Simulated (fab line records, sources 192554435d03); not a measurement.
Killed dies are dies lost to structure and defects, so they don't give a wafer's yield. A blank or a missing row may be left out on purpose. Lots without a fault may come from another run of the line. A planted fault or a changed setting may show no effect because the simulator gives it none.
Split-lot experiment | flow n5_finfet | 7 lots, 21 wafers read, on a route of 1938 steps

THE SPLIT
At N5_MOL_CONTACT_COAG_CONTACT_ETCH_14 (etches SiO2 in C4F6/O2, target depth 27.5 nm, overetch 8.5 nm, time 20 s), the setting source_w was moved away from the recipe's 370 W on 7 of the 21 wafers read, by -12.7% to +14.5%. The other wafers ran this setting at the recipe's value.

The reading is taken at the split's own step.

THE READING
rf_vpp_V, in V, at N5_MOL_CONTACT_COAG_CONTACT_ETCH_14 (etches SiO2 in C4F6/O2, target depth 27.5 nm, overetch 8.5 nm, time 20 s). Fault-free wafers of this fab line usually give 691.2 V, standard deviation 2.5 V.

wafer  | tool, chamber at the split | source_w as run, W | against the recipe | rf_vpp_V, V | against lot-mates on the recipe
L080.1 | rie_diel-01, 1             | 370                | recipe             | 692.0       | -
L080.4 | rie_diel-01, 2             | 370                | recipe             | 691.1       | -
L080.5 | rie_diel-01, 1             | 370                | recipe             | 691.0       | -
L083.1 | rie_diel-01, 3             | 370                | recipe             | 690.3       | -
L083.4 | rie_diel-01, 1             | 370                | recipe             | 691.4       | -
L083.5 | rie_diel-01, 3             | 392.7              | +6.1%              | 675.1       | -15.7
L085.3 | rie_diel-01, 0             | 323.1              | -12.7%             | 713.3       | +23.0
L085.5 | rie_diel-01, 2             | 323.1              | -12.7%             | 729.6       | +39.3
L085.6 | rie_diel-01, 1             | 370                | recipe             | 690.3       | -
L087.1 | rie_diel-06, 3             | 370                | recipe             | 691.2       | -
L087.2 | rie_diel-06, 0             | 423.8              | +14.5%             | 661.0       | -30.2
L087.6 | rie_diel-06, 1             | 423.8              | +14.5%             | 658.8       | -32.4
L088.1 | rie_diel-03, 3             | 370                | recipe             | 692.8       | -
L088.2 | rie_diel-03, 0             | 370                | recipe             | 687.0       | -
L088.6 | rie_diel-03, 0             | 370                | recipe             | 689.1       | -
L095.1 | rie_diel-03, 1             | 370                | recipe             | 695.1       | -
L095.3 | rie_diel-03, 0             | 370                | recipe             | 689.3       | -
L095.4 | rie_diel-03, 1             | 370                | recipe             | 694.9       | -
L096.3 | rie_diel-06, 3             | 370                | recipe             | 691.1       | -
L096.5 | rie_diel-06, 0             | 390.7              | +5.6%              | 676.4       | -14.7
L096.6 | rie_diel-06, 3             | 390.7              | +5.6%              | 679.3       | -11.8

THE FIT
A straight line over all 21 wafers: rf_vpp_V changes by -2.28 V for each +1% of source_w; r = -0.98; the points scatter about the line by 3.4 V.
The same after taking each lot's own level away (the mean of its wafers on the recipe; 21 wafers): -2.31 V for each +1%; r = -0.98; scatter 3.2 V.
On that fit, the largest move of source_w shifts the reading by 34 V.
The lots' own levels span 689.63 to 693.10 V, that is 1.4 times the standard deviation above.
So the lot-to-lot level changes the slope little: the two slopes agree.
Check: with one of the wafers moved furthest among these (+14.5%) left out of the fit, the line predicts -34.5 V for it against its lot-mates. It came out at -30.2 V against them.
Tool readings at the split's step, against how far the setting was moved: rf_vpp_V r = -0.98.

OTHER SPLITS ON THESE WAFERS
These wafers also went through other splits before the reading. Each is held against what the fit with the lots' levels taken away leaves over:
other split on the same wafers | wafers away from the commonest value | r with rf_vpp_V (lot level and that fit taken away)
N5_HKMG_FIN_ETCH_54 bias_w     | 6                                    | +0.00
N5_HKMG_FIN_ETCH_55 time_s     | 5                                    | -0.18
N5_HKMG_FIN_COAT_29 spin_rpm   | 12                                   | -0.14
N5_HKMG_FIN_PEB_10 peb_time_s  | 11                                   | +0.14

THE FILE'S OWN FIT
rf_vpp_V changes by -2.31 V for each +1% of source_w, r = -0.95.
